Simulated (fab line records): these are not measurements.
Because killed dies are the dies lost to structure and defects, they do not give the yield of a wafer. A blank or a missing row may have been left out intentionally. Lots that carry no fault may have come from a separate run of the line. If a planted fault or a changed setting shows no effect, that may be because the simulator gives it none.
Matching of chambers -- flow n5Finfet -- N5_BEOL_M15_TRENCH_ETCH_34 on rieDiel-03: 4 sister chambers
The step etches SiO2 in C4F8/O2/Ar, target depth 872.93 nm, time 199 s. 14 wafers are shown with their chamber, then 7 later ones without.

== EACH WAFER AND ITS CHAMBER ==
wafer,chamber,showerheadPlenumPTorr (Torr),rfVppV (V),drypumpMotorCurrentA (A)
L081.2,1,3.36,2272,5.6
L081.3,3,3.26,2194,5.7
L081.5,1,3.36,2273,5.6
L082.2,2,3.53,2235,5.2
L082.4,1,3.36,2273,5.6
L082.5,0,3.17,2199,5.7
L086.2,3,3.25,2193,5.7
L086.3,1,3.36,2272,5.7
L086.5,3,3.25,2195,5.7
L085.3,1,3.36,2272,5.6
L085.4,3,3.25,2193,5.7
L085.5,0,3.16,2198,5.7
L088.1,2,3.53,2234,5.2
L088.2,0,3.16,2199,5.7

SIGNATURES, as means of the wafers listed above
reading,chamber 0,chamber 1,chamber 2,chamber 3,scatter within a chamber
showerheadPlenumPTorr,3.1633,3.3600,3.5300,3.2525,0.00376
rfVppV,2198.67,2272.40,2234.50,2193.75,0.715
drypumpMotorCurrentA,5.700,5.620,5.200,5.700,0.0283
Rule: a wafer's distance from a chamber is the root of the sum, over the readings, of the square of ((its reading less the chamber's mean) divided by the reading's scatter). If the next closest chamber is less than 2 further off than the closest, the wafer can't be placed; otherwise it belongs to the closest. The scatter: take each reading less its chamber's mean, square it, sum over the shown wafers, divide by the number of wafers less the number of chambers, and take the root.

== WAFERS WHOSE CHAMBER IS MISSING ==
wafer,showerheadPlenumPTorr (Torr),rfVppV (V),drypumpMotorCurrentA (A)
L088.3,3.35,2271,5.6
L091.1,3.52,2232,5.2
L091.3,3.16,2199,5.7
L091.4,3.52,2234,5.2
L095.1,3.52,2232,5.1
L095.2,3.35,2273,5.6
L095.5,3.52,2233,5.2

== THE CHAMBER EACH PASSED THROUGH ==
wafer,from the rows above,in truth
L088.3,1,1
L091.1,2,2
L091.3,0,0
L091.4,2,2
L095.1,2,2
L095.2,1,1
L095.5,2,2
Correctly placed: 7 of 7. Left unplaced by these rows: 0. Placed wrongly: 0.
